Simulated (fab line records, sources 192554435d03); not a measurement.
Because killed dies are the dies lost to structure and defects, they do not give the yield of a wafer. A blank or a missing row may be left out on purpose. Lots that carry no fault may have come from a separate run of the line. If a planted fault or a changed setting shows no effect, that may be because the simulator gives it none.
Matching of chambers | flow n5 finfet | 4 sister chambers for N5_BEOL_M6_ETCH_66 on rie diel-01
The step etches SOC in N2/H2, target depth 80 nm, overetch 16 nm, time 120 s. 4 wafers are shown with their chamber, then 9 later ones without.

== EACH WAFER AND ITS CHAMBER ==
wafer  | chamber | drypump motor current A (A)
L084.5 | 3       | 5.2
L093.3 | 2       | 5.0
L093.4 | 0       | 6.5
L093.5 | 1       | 5.7

== WAFERS WITHOUT THEIR CHAMBER ==
wafer  | drypump motor current A (A)
L092.1 | 5.2
L092.2 | 5.0
L092.6 | 6.5
L097.1 | 5.6
L097.2 | 5.0
L097.5 | 5.0
L096.2 | 5.7
L096.3 | 5.2
L096.6 | 6.5

== CHAMBER TAKEN BY EACH ==
wafer  | from the rows above | in truth
L092.1 | 3                   | 3
L092.2 | 2                   | 2
L092.6 | 0                   | 0
L097.1 | 1                   | 1
L097.2 | 2                   | 2
L097.5 | 2                   | 2
L096.2 | 1                   | 1
L096.3 | 3                   | 3
L096.6 | 0                   | 0
Placed correctly: 9 of 9. From these rows, 0 cannot be placed. 0 placed wrongly.
How it was worked out, from the rows above alone: a wafer's distance from a chamber is the root of the sum, over the readings, of the square of ((its reading less the chamber's mean) divided by the reading's scatter). If the next closest chamber is less than 2 further off than the closest, the wafer can't be placed; otherwise it belongs to the closest. For every chamber, the mean is computed from those of its wafers that are shown. The scatter: root of mean squared gap, hidden wafer to nearest shown wafer, with one shown wafer a chamber.
